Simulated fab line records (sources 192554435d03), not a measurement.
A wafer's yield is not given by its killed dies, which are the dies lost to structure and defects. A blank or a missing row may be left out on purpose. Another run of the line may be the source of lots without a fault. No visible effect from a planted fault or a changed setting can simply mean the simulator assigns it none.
Chamber matching + flow n5 finfet + N5_BEOL_M0_SAQP_PECVD_03 on pecvd-04 has 3 sister chambers
The step deposits SiCN from 3MS/NH3, target thk 12 nm, time 21.1 s. 14 wafers are shown with their chamber, then 7 later ones without.

WAFERS WITH THEIR CHAMBER
| wafer  | chamber | throttle valve pct (%) | showerhead plenum p Torr (Torr) | rf fwd power W (W) |
|--------|---------|------------------------|---------------------------------|--------------------|
| L076.1 | 1       | 9.4                    | 3.669                           | 199.8              |
| L076.2 | 2       | 8.2                    | 3.667                           | 198.8              |
| L076.4 | 0       | 8.6                    | 3.682                           | 199.7              |
| L077.1 | 0       | 8.8                    | 3.673                           | 199.5              |
| L077.5 | 1       | 9.3                    | 3.662                           | 199.7              |
| L077.6 | 2       | 8.2                    | 3.662                           | 199.5              |
| L082.2 | 0       | 8.7                    | 3.675                           | 198.5              |
| L082.5 | 1       | 9.5                    | 3.666                           | 200.1              |
| L082.6 | 2       | 8.2                    | 3.663                           | 199.2              |
| L087.3 | 0       | 8.7                    | 3.685                           | 199.7              |
| L087.5 | 2       | 8.3                    | 3.671                           | 198.5              |
| L087.6 | 1       | 9.8                    | 3.686                           | 198.8              |
| L089.1 | 1       | 9.5                    | 3.672                           | 200.0              |
| L089.3 | 1       | 9.2                    | 3.665                           | 200.6              |

SIGNATURES, as means of the wafers listed above
| reading                  | chamber 0 | chamber 1 | chamber 2 | scatter within a chamber |
|--------------------------|-----------|-----------|-----------|--------------------------|
| throttle valve pct       | 8.700     | 9.450     | 8.225     | 0.148                    |
| showerhead plenum p Torr | 3.67875   | 3.67000   | 3.66575   | 0.00683                  |
| rf fwd power W           | 199.350   | 199.833   | 199.000   | 0.551                    |
Rule: a wafer's distance from a chamber is the root of the sum, over the readings, of the square of ((its reading less the chamber's mean) divided by the reading's scatter). The wafer belongs to the nearest chamber; if the next one is less than 2 further off, it can't be placed. The scatter is the square root of a quotient: the sum, over the shown wafers, of each reading's squared deviation from its chamber's mean, divided by wafers minus chambers.

WAFERS MISSING THEIR CHAMBER
| wafer  | throttle valve pct (%) | showerhead plenum p Torr (Torr) | rf fwd power W (W) |
|--------|------------------------|---------------------------------|--------------------|
| L089.6 | 9.5                    | 3.676                           | 200.5              |
| L090.1 | 9.3                    | 3.671                           | 200.0              |
| L090.3 | 9.4                    | 3.662                           | 200.4              |
| L090.5 | 8.6                    | 3.665                           | 199.2              |
| L095.1 | 8.7                    | 3.685                           | 199.1              |
| L095.4 | 8.7                    | 3.667                           | 198.9              |
| L095.6 | 8.6                    | 3.670                           | 199.4              |

THE CHAMBER EACH PASSED THROUGH
| wafer  | from the rows above     | in truth |
|--------|-------------------------|----------|
| L089.6 | 1                       | 1        |
| L090.1 | 1                       | 1        |
| L090.3 | 1                       | 1        |
| L090.5 | can't be placed: 0 or 2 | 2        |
| L095.1 | 0                       | 0        |
| L095.4 | can't be placed: 0 or 2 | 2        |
| L095.6 | can't be placed: 0 or 2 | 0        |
Placed correctly: 4 of 7. Can't be placed from these rows: 3 (the true chamber is among the candidates in 3). Number placed wrongly: 0.
